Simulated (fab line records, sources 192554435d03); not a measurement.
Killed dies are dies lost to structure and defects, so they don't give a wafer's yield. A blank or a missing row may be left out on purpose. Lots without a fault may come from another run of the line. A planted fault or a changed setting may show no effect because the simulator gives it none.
Chamber matching | flow n5_finfet | N5_STI_FIN_REVEAL_ALD_14 on ald_sin-03: 4 sister chambers
The step deposits Si3N4, target thk 3 nm. 16 wafers are shown with their chamber, then 8 later ones without.

WAFERS WITH THEIR CHAMBER
wafer  | chamber | heater_power_w (W)
L077.1 | 0       | 943
L077.4 | 2       | 857
L077.5 | 2       | 872
L078.1 | 3       | 803
L078.3 | 2       | 848
L078.5 | 1       | 755
L087.1 | 1       | 743
L087.5 | 3       | 806
L087.6 | 2       | 876
L088.2 | 2       | 869
L088.3 | 3       | 808
L088.5 | 0       | 926
L089.1 | 1       | 745
L089.2 | 3       | 821
L089.3 | 2       | 855
L089.4 | 0       | 948

SIGNATURES (means of the wafers above)
reading        | chamber 0 | chamber 1 | chamber 2 | chamber 3 | scatter within a chamber
heater_power_w | 939.00    | 747.67    | 862.83    | 809.50    | 9.78
Rule: a wafer's distance from a chamber is the root of the sum, over the readings, of the square of ((its reading less the chamber's mean) divided by the reading's scatter). The wafer belongs to the nearest chamber; if the next one is less than 2 further off, it can't be placed. The scatter: the root of (the sum of the squares of (reading less its chamber's mean) over the shown wafers, divided by (wafers less chambers)).

WAFERS WITHOUT THEIR CHAMBER
wafer  | heater_power_w (W)
L089.5 | 939
L089.6 | 740
L091.1 | 825
L091.2 | 929
L091.4 | 860
L095.1 | 865
L095.3 | 819
L095.5 | 862

WHICH CHAMBER EACH WENT THROUGH
wafer  | from the rows above | in truth
L089.5 | 0                   | 0
L089.6 | 1                   | 1
L091.1 | 3                   | 3
L091.2 | 0                   | 0
L091.4 | 2                   | 2
L095.1 | 2                   | 2
L095.3 | 3                   | 3
L095.5 | 2                   | 2
Placed correctly: 8 of 8. Can't be placed from these rows: 0. Placed wrongly: 0.
